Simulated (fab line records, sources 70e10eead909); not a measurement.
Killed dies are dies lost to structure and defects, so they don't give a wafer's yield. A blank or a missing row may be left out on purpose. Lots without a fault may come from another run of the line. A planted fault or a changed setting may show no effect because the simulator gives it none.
Chamber matching | flow nand_harc | NHARC_P_M1_DEP_33 on pecvd-02: 3 sister chambers
The step deposits SiCN, target thk 30 nm. 18 wafers are shown with their chamber, then 9 later ones without.

WAFERS WITH THEIR CHAMBER
wafer  | chamber | heater_power_w (W) | rf_fwd_power_W (W)
L075.3 | 0       | 612                | 447.2
L075.4 | 1       | 614                | 447.2
L075.6 | 2       | 592                | 445.8
L076.1 | 1       | 534                | 447.7
L076.2 | 2       | 523                | 449.8
L076.6 | 1       | 538                | 448.1
L079.2 | 2       | 575                | 449.4
L079.4 | 0       | 631                | 447.7
L079.5 | 1       | 595                | 448.2
L081.1 | 0       | 575                | 448.6
L081.3 | 1       | 608                | 449.7
L081.5 | 2       | 551                | 449.1
L087.3 | 2       | 503                | 448.7
L087.5 | 0       | 506                | 452.2
L087.6 | 2       | 504                | 449.2
L093.4 | 0       | 527                | 446.9
L093.5 | 1       | 652                | 449.1
L093.6 | 2       | 511                | 450.0

SIGNATURES (means of the wafers above)
reading        | chamber 0 | chamber 1 | chamber 2 | scatter within a chamber
heater_power_w | 570.20    | 590.17    | 537.00    | 44.6
rf_fwd_power_W | 448.520   | 448.333   | 448.857   | 1.52
Rule: a wafer's distance from a chamber is the root of the sum, over the readings, of the square of ((its reading less the chamber's mean) divided by the reading's scatter). The wafer belongs to the nearest chamber; if the next one is less than 2 further off, it can't be placed. The scatter: the root of (the sum of the squares of (reading less its chamber's mean) over the shown wafers, divided by (wafers less chambers)).

WAFERS WITHOUT THEIR CHAMBER
wafer  | heater_power_w (W) | rf_fwd_power_W (W)
L095.1 | 532                | 447.4
L095.4 | 541                | 449.3
L095.6 | 596                | 448.4
L096.2 | 618                | 447.1
L096.5 | 667                | 448.4
L096.6 | 483                | 447.3
L097.2 | 617                | 450.1
L097.3 | 433                | 448.9
L097.5 | 610                | 451.0

WHICH CHAMBER EACH WENT THROUGH
wafer  | from the rows above          | in truth
L095.1 | can't be placed: 2 or 0 or 1 | 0
L095.4 | can't be placed: 2 or 0 or 1 | 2
L095.6 | can't be placed: 1 or 0 or 2 | 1
L096.2 | can't be placed: 1 or 0 or 2 | 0
L096.5 | can't be placed: 1 or 0 or 2 | 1
L096.6 | can't be placed: 2 or 0 or 1 | 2
L097.2 | can't be placed: 1 or 0 or 2 | 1
L097.3 | can't be placed: 2 or 0 or 1 | 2
L097.5 | can't be placed: 1 or 0 or 2 | 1
Placed correctly: 0 of 9. Can't be placed from these rows: 9 (the true chamber is among the candidates in 9). Placed wrongly: 0.
